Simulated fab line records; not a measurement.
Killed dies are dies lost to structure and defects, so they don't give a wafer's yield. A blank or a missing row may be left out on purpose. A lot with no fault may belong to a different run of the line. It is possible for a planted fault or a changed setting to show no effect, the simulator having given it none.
Split-lot experiment || flow n5Finfet || 21 wafers read across 7 lots, on a route 1938 steps long

ABOUT THE SPLIT
At N5_BEOL_M14_SPUTTER_43 (material TaN, target thk 15 nm, time 24.19 s), the setting timeS was moved away from the recipe's 24.19 s on 9 of the 21 wafers read, by -9.4% to +9.6%. The other wafers ran this setting at the recipe's value.

The reading is taken at the split's own step.

THE READING
TaN_of_BEOL_M14_SPUTTER_43.thkNm (the simulator's own value, which no gauge read), in nm, at N5_BEOL_M14_SPUTTER_43 (material TaN, target thk 15 nm, time 24.19 s). The file gives no usual value for it. The 12 wafers here that ran the recipe average 15.0 nm, standard deviation 0.14 nm.

{"wafer": "L079.3", "tool, chamber at the split": "pvdSputter-02, -", "timeS as run, s": 26.51, "against the recipe": "+9.6%", "TaN_of_BEOL_M14_SPUTTER_43.thkNm, nm": 16.4, "against lot-mates on the recipe": "+1.4"}
{"wafer": "L079.6", "tool, chamber at the split": "pvdSputter-02, -", "timeS as run, s": 26.51, "against the recipe": "+9.6%", "TaN_of_BEOL_M14_SPUTTER_43.thkNm, nm": 16.4, "against lot-mates on the recipe": "+1.4"}
{"wafer": "L079.5", "tool, chamber at the split": "pvdSputter-02, -", "timeS as run, s": 24.19, "against the recipe": "recipe", "TaN_of_BEOL_M14_SPUTTER_43.thkNm, nm": 15, "against lot-mates on the recipe": "-"}
{"wafer": "L086.2", "tool, chamber at the split": "pvdSputter-03, -", "timeS as run, s": 24.19, "against the recipe": "recipe", "TaN_of_BEOL_M14_SPUTTER_43.thkNm, nm": 14.8, "against lot-mates on the recipe": "-"}
{"wafer": "L086.3", "tool, chamber at the split": "pvdSputter-03, -", "timeS as run, s": 24.19, "against the recipe": "recipe", "TaN_of_BEOL_M14_SPUTTER_43.thkNm, nm": 15, "against lot-mates on the recipe": "-"}
{"wafer": "L086.6", "tool, chamber at the split": "pvdSputter-03, -", "timeS as run, s": 24.19, "against the recipe": "recipe", "TaN_of_BEOL_M14_SPUTTER_43.thkNm, nm": 15.2, "against lot-mates on the recipe": "-"}
{"wafer": "L088.2", "tool, chamber at the split": "pvdSputter-01, -", "timeS as run, s": 24.19, "against the recipe": "recipe", "TaN_of_BEOL_M14_SPUTTER_43.thkNm, nm": 14.8, "against lot-mates on the recipe": "-"}
{"wafer": "L088.6", "tool, chamber at the split": "pvdSputter-01, -", "timeS as run, s": 24.19, "against the recipe": "recipe", "TaN_of_BEOL_M14_SPUTTER_43.thkNm, nm": 14.8, "against lot-mates on the recipe": "-"}
{"wafer": "L088.4", "tool, chamber at the split": "pvdSputter-01, -", "timeS as run, s": 24.19, "against the recipe": "recipe", "TaN_of_BEOL_M14_SPUTTER_43.thkNm, nm": 15, "against lot-mates on the recipe": "-"}
{"wafer": "L091.1", "tool, chamber at the split": "pvdSputter-01, -", "timeS as run, s": 21.92, "against the recipe": "-9.4%", "TaN_of_BEOL_M14_SPUTTER_43.thkNm, nm": 13.6, "against lot-mates on the recipe": -1.4}
{"wafer": "L091.4", "tool, chamber at the split": "pvdSputter-01, -", "timeS as run, s": 24.19, "against the recipe": "recipe", "TaN_of_BEOL_M14_SPUTTER_43.thkNm, nm": 15, "against lot-mates on the recipe": "-"}
{"wafer": "L091.6", "tool, chamber at the split": "pvdSputter-01, -", "timeS as run, s": 21.92, "against the recipe": "-9.4%", "TaN_of_BEOL_M14_SPUTTER_43.thkNm, nm": 13.4, "against lot-mates on the recipe": -1.6}
{"wafer": "L092.1", "tool, chamber at the split": "pvdSputter-02, -", "timeS as run, s": 25.74, "against the recipe": "+6.4%", "TaN_of_BEOL_M14_SPUTTER_43.thkNm, nm": 15.8, "against lot-mates on the recipe": "+0.8"}
{"wafer": "L092.6", "tool, chamber at the split": "pvdSputter-02, -", "timeS as run, s": 25.74, "against the recipe": "+6.4%", "TaN_of_BEOL_M14_SPUTTER_43.thkNm, nm": 15.8, "against lot-mates on the recipe": "+0.8"}
{"wafer": "L092.3", "tool, chamber at the split": "pvdSputter-02, -", "timeS as run, s": 24.19, "against the recipe": "recipe", "TaN_of_BEOL_M14_SPUTTER_43.thkNm, nm": 15, "against lot-mates on the recipe": "-"}
{"wafer": "L095.2", "tool, chamber at the split": "pvdSputter-03, -", "timeS as run, s": 26.28, "against the recipe": "+8.6%", "TaN_of_BEOL_M14_SPUTTER_43.thkNm, nm": 16.2, "against lot-mates on the recipe": "+1.4"}
{"wafer": "L095.4", "tool, chamber at the split": "pvdSputter-03, -", "timeS as run, s": 26.28, "against the recipe": "+8.6%", "TaN_of_BEOL_M14_SPUTTER_43.thkNm, nm": 16.4, "against lot-mates on the recipe": "+1.6"}
{"wafer": "L095.5", "tool, chamber at the split": "pvdSputter-03, -", "timeS as run, s": 24.19, "against the recipe": "recipe", "TaN_of_BEOL_M14_SPUTTER_43.thkNm, nm": 14.8, "against lot-mates on the recipe": "-"}
{"wafer": "L097.3", "tool, chamber at the split": "pvdSputter-01, -", "timeS as run, s": 24.19, "against the recipe": "recipe", "TaN_of_BEOL_M14_SPUTTER_43.thkNm, nm": 15.2, "against lot-mates on the recipe": "-"}
{"wafer": "L097.4", "tool, chamber at the split": "pvdSputter-01, -", "timeS as run, s": 23.15, "against the recipe": "-4.3%", "TaN_of_BEOL_M14_SPUTTER_43.thkNm, nm": 14.2, "against lot-mates on the recipe": -0.9}
{"wafer": "L097.5", "tool, chamber at the split": "pvdSputter-01, -", "timeS as run, s": 24.19, "against the recipe": "recipe", "TaN_of_BEOL_M14_SPUTTER_43.thkNm, nm": 15, "against lot-mates on the recipe": "-"}

THE FIT
A straight line over all 21 wafers: TaN_of_BEOL_M14_SPUTTER_43.thkNm changes by +0.152 nm for each +1% of timeS; r = +0.99; the points scatter about the line by 0.13 nm.
The same after taking each lot's own level away (the mean of its wafers on the recipe; 21 wafers): +0.157 nm for each +1%; r = +0.99; scatter 0.14 nm.
On that fit, the largest move of timeS shifts the reading by 1.5 nm.
The lots' own levels span 14.80 to 15.10 nm, that is 2.2 times the standard deviation above.
Hence the lot-to-lot level has little effect on the slope; both slopes agree.
Check: +1.49 nm against its lot-mates is what the line predicts for one of the wafers moved furthest among these (+9.6%) when that wafer is left out of the fit. It came out at +1.4 nm against them.

FILE'S OWN FIT
TaN_of_BEOL_M14_SPUTTER_43.thkNm changes by +0.157 nm for each +1% of timeS, r = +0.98.
